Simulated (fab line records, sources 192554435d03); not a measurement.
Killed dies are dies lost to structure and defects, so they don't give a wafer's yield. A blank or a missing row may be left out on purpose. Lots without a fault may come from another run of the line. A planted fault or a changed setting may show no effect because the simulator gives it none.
One fault seen from 3 desks | flow n5_finfet | each desk has only its own numbers; what lay behind them comes last

THE TOOL OWNER'S DESK: ald_sin-01
The tool's own readings at N5_BEOL_M4_ALD_98 (deposits SiO2, target thk 2.5 nm, pulse time 1 s, co reactant pulse time 1 s): means of the sampled wafers that have a number, for each lot that ran on this tool. A lot is out of limits, marked OUT, if its mean lies more than 4 standard deviations from the usual mean; the brackets give that distance.
Columns: A = heater_power_w at N5_BEOL_M4_ALD_98, usual 77 W; B = precursor_pulse_height_rel at N5_BEOL_M4_ALD_98, usual 0.997
lot  | first seen here | A  | B
L881 | day 10 03:06    | 79 | 1.016
L892 | day 12 03:40    | 76 | 1.007
L893 | day 12 05:59    | 78 | 1.011
L897 | day 13 22:17    | 85 | 0.994
This desk's finding: nothing out of limits on any of the 4 lots.

THE DEFECT DESK
What the inspections along the route counted, lot by lot: means of the sampled wafers that have a number. A lot is out of limits, marked OUT, if its mean lies more than 4 standard deviations from the usual mean; the brackets give that distance.
Columns: A = raw_defect_count at N5_BEOL_M4_INSPECT_30, usual 407
lot  | first seen here | A
L881 | day 10 02:56    | 301
L887 | day 11 06:04    | 514
L892 | day 12 03:03    | 328
L893 | day 12 05:33    | 503
L897 | day 13 20:50    | 356
L901 | day 15 01:44    | 579
L900 | day 15 13:34    | 313
This desk's finding: nothing out of limits on any of the 7 lots.

THE METROLOGY DESK
What the gauges read, lot by lot, whatever tool the lot ran on: means of the sampled wafers that have a number. A lot is out of limits, marked OUT, if its mean lies more than 4 standard deviations from the usual mean; the brackets give that distance. Of its 12 readings 7 are shown: those that lie furthest out on some lot.
Columns: A = V3_OVL at N5_BEOL_M4_OVL_MEAS_29, usual -0.2 nm; B = IOFF_N at N5_BEOL_M4_RC_MEAS_101, usual 0.18 nA/um; C = IOFF_P at N5_BEOL_M4_RC_MEAS_101, usual 0.25 nA/um; D = ION_N at N5_BEOL_M4_RC_MEAS_101, usual 678 uA/um; E = SS_N at N5_BEOL_M4_RC_MEAS_101, usual 71.7 mV/dec; F = VT_N at N5_BEOL_M4_RC_MEAS_101, usual 249 mV; G = VT_P at N5_BEOL_M4_RC_MEAS_101, usual -248 mV
lot  | first seen here | A    | B    | C    | D   | E    | F   | G
L881 | day 10 02:50    | -0.6 | 0.15 | 0.24 | 670 | 71.8 | 250 | -247
L887 | day 11 05:58    | 0.3  | 0.21 | 0.27 | 685 | 72.5 | 248 | -248
L892 | day 12 02:58    | -0.9 | 0.15 | 0.21 | 677 | 72.1 | 250 | -252
L893 | day 12 05:28    | -0.3 | 0.14 | 0.23 | 671 | 71.0 | 253 | -249
L897 | day 13 20:45    | 0.0  | 0.17 | 0.23 | 676 | 71.4 | 250 | -250
L901 | day 15 01:38    | 0.1  | 0.24 | 0.30 | 691 | 72.5 | 244 | -246
L900 | day 15 13:27    | -0.3 | 0.20 | 0.26 | 682 | 72.0 | 247 | -247
This desk's finding: nothing out of limits on any of the 7 lots.

PUT TOGETHER
The tool owner's desk saw nothing out of limits.
The defect desk saw nothing out of limits.
The metrology desk saw nothing out of limits.

WHAT THE SIMULATOR HAD PUT IN
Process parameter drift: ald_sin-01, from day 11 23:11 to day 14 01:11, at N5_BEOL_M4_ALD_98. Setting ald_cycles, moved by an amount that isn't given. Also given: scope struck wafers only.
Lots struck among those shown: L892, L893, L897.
